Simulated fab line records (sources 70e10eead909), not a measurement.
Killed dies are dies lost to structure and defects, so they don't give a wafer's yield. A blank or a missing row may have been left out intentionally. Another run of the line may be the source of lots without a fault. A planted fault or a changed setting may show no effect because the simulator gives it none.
Chamber matching ; flow nand_harc ; 4 sister chambers for NHARC_P_M2_STRIP_18 on rie_diel-13
The step strips in N2/H2. 14 wafers are shown with their chamber, then 7 later ones without.

## WAFERS PAIRED WITH THEIR CHAMBERS
wafer;chamber;oes_product_au (a.u.);throttle_valve_pct (%);rf_vpp_V (V)
L075.3;2;1.011;14.185;91.3
L075.4;1;1.021;14.185;90.5
L075.6;2;1.018;14.173;91.1
L075.1;0;0.993;14.176;89.9
L075.2;3;1.001;14.154;89.8
L075.5;1;1.007;14.176;89.7
L076.1;2;1.012;14.174;90.6
L076.2;3;0.974;14.175;91.1
L076.3;1;0.984;14.172;89.9
L079.1;0;0.998;14.176;92.7
L079.5;2;0.994;14.179;91.2
L079.6;1;1.013;14.178;90.3
L081.2;3;0.986;14.175;92.0
L081.3;2;1.011;14.166;92.5

SIGNATURES (means of the wafers above)
reading;chamber 0;chamber 1;chamber 2;chamber 3;scatter within a chamber
oes_product_au;0.99550;1.00625;1.00920;0.98700;0.0121
throttle_valve_pct;14.17600;14.17775;14.17540;14.16800;0.00764
rf_vpp_V;91.300;90.100;91.340;90.967;0.935
Rule: a wafer lies at a distance from a chamber equal to the root of the sum of squares, over the readings, of (its reading less the chamber's mean, divided by the reading's scatter). If the next closest chamber is less than 2 further off than the closest, the wafer can't be placed; otherwise it belongs to the closest. The scatter is the square root of a quotient: the sum, over the shown wafers, of each reading's squared deviation from its chamber's mean, divided by wafers minus chambers.

## WAFERS WITH NO CHAMBER GIVEN
wafer;oes_product_au (a.u.);throttle_valve_pct (%);rf_vpp_V (V)
L081.6;1.003;14.170;91.6
L080.3;1.004;14.166;91.1
L080.4;1.000;14.188;93.1
L080.6;1.000;14.169;90.3
L085.2;0.995;14.155;91.5
L085.4;0.998;14.172;90.6
L085.6;0.990;14.169;91.6

## WHICH CHAMBER EACH ONE RAN IN
wafer;from the rows above;in truth
L081.6;can't be placed: 2 or 0 or 3 or 1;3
L080.3;can't be placed: 2 or 3 or 0 or 1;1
L080.4;can't be placed: 0 or 2 or 1 or 3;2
L080.6;can't be placed: 1 or 3 or 0 or 2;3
L085.2;can't be placed: 3 or 0 or 2 or 1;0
L085.4;can't be placed: 0 or 3 or 1 or 2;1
L085.6;can't be placed: 3 or 0 or 2 or 1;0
0 of 7 placed correctly. From these rows, 7 cannot be placed; in 7 the true chamber is one of the candidates. Number placed wrongly: 0.
